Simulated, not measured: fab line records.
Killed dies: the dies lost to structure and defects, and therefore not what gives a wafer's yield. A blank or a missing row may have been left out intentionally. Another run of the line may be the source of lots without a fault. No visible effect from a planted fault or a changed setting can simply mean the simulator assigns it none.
One fault seen from 2 desks | flow n5-finfet | what lay behind the numbers comes last; until then each desk has only its own

THE METROLOGY DESK
Lot by lot, what the gauges showed, no matter which tool ran the lot: averages of those sampled wafers that carry a number. The brackets show how far a lot's mean lies from the usual mean; more than 4 standard deviations puts the lot out of limits, marked OUT. 7 of its 10 readings are shown, namely those furthest out on some lot.
Columns: A = DIBL_N at N5_BEOL_M4_RC_MEAS_101, usual 36.1 mV/V; B = DIBL_P at N5_BEOL_M4_RC_MEAS_101, usual 36.3 mV/V; C = IOFF_N at N5_BEOL_M4_RC_MEAS_101, usual 0.16 nA/um; D = ION_N at N5_BEOL_M4_RC_MEAS_101, usual 678 uA/um; E = SS_P at N5_BEOL_M4_RC_MEAS_101, usual 73.3 mV/dec; F = VT_N at N5_BEOL_M4_RC_MEAS_101, usual 249 mV; G = VT_P at N5_BEOL_M4_RC_MEAS_101, usual -250.0 mV
lot  | first seen here | A    | B    | C    | D   | E    | F   | G
L253 | day 8 10:25     | 36.3 | 36.9 | 0.19 | 684 | 72.7 | 245 | -247.7
L255 | day 8 13:13     | 34.6 | 32.2 | 0.11 | 656 | 72.3 | 255 | -252.9
L254 | day 8 23:31     | 36.7 | 36.6 | 0.16 | 674 | 73.8 | 252 | -252.4
L256 | day 9 03:50     | 38.4 | 36.3 | 0.18 | 686 | 73.7 | 248 | -250.6
L261 | day 10 18:18    | 35.6 | 35.6 | 0.15 | 670 | 73.7 | 252 | -248.2
L262 | day 10 22:55    | 35.7 | 35.1 | 0.15 | 682 | 73.5 | 247 | -249.9
L265 | day 12 11:16    | 39.0 | 40.3 | 0.22 | 695 | 73.9 | 244 | -248.2
L268 | day 12 20:16    | 34.0 | 35.1 | 0.14 | 672 | 72.7 | 249 | -254.6
L271 | day 13 20:16    | 34.4 | 35.2 | 0.14 | 675 | 72.5 | 250 | -249.8
L275 | day 14 01:16    | 35.5 | 35.8 | 0.15 | 674 | 73.7 | 251 | -250.2
L272 | day 14 06:56    | 34.8 | 34.1 | 0.14 | 677 | 73.2 | 251 | -248.0
This desk found nothing out of limits on any of the 11 lots.

TOOL OWNER'S DESK, pecvd-04
The tool's own readings at N5_BEOL_M4_PECVD_72 (deposits SiO2 from TEOS/O2, target thk 16 nm, time 18 s): means of the sampled wafers that have a number, for each lot that ran on this tool. The brackets show how far a lot's mean lies from the usual mean; more than 4 standard deviations puts the lot out of limits, marked OUT.
Columns: A = chamber-pressure-Torr at N5_BEOL_M4_PECVD_72, usual 5.499 Torr; B = heater-power-w at N5_BEOL_M4_PECVD_72, usual 749 W; C = showerhead-plenum-p-Torr at N5_BEOL_M4_PECVD_72, usual 8.82 Torr; D = throttle-valve-pct at N5_BEOL_M4_PECVD_72, usual 22.0 %
lot  | first seen here | A     | B   | C    | D
L254 | day 8 10:26     | 5.495 | 747 | 8.82 | 22.9
L256 | day 8 15:14     | 5.500 | 839 | 8.82 | 22.1
L262 | day 10 05:02    | 5.488 | 800 | 8.82 | 22.0
L268 | day 12 00:07    | 5.485 | 864 | 8.81 | 22.1
This desk found nothing out of limits on any of the 4 lots.

TAKEN TOGETHER
Metrology desk: nothing out of limits seen.
The tool owner's desk saw nothing out of limits.

WHAT HAD BEEN PUT IN BY THE SIMULATOR
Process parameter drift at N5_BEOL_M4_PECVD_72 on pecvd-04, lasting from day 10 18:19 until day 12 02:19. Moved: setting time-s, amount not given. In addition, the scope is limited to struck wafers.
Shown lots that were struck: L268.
